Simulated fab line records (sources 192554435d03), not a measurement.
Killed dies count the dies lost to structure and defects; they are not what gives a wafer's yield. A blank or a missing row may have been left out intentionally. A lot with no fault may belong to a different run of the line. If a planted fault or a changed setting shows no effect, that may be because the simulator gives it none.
Chamber matching | flow n5Finfet | 4 sister chambers for N5_BEOL_M4_STRIP_36 on rieDiel-01
The step strips in N2/H2. 4 wafers are shown with their chamber, then 9 later ones without.

## WAFERS PAIRED WITH THEIR CHAMBERS
wafer  | chamber | showerheadPlenumPTorr (Torr)
L081.1 | 0       | 2.67
L090.5 | 2       | 2.45
L093.3 | 3       | 2.52
L093.5 | 1       | 2.55

## WAFERS WITH NO CHAMBER GIVEN
wafer  | showerheadPlenumPTorr (Torr)
L096.1 | 2.44
L096.2 | 2.55
L096.3 | 2.52
L095.1 | 2.52
L095.2 | 2.66
L095.4 | 2.44
L094.1 | 2.44
L094.4 | 2.51
L094.5 | 2.52

## CHAMBER TAKEN BY EACH
wafer  | from the rows above | in truth
L096.1 | 2                   | 2
L096.2 | 1                   | 1
L096.3 | 3                   | 3
L095.1 | 3                   | 3
L095.2 | 0                   | 0
L095.4 | 2                   | 2
L094.1 | 2                   | 2
L094.4 | 3                   | 3
L094.5 | 3                   | 3
9 of 9 placed correctly. Not placeable from these rows: 0. 0 placed wrongly.
How it was worked out, from the rows above alone: a wafer's distance from a chamber is the root of the sum, over the readings, of the square of ((its reading less the chamber's mean) divided by the reading's scatter). If the next closest chamber is less than 2 further off than the closest, the wafer can't be placed; otherwise it belongs to the closest. A chamber's mean is the mean of its shown wafers. The scatter: root of mean squared gap, hidden wafer to nearest shown wafer, with one shown wafer a chamber.
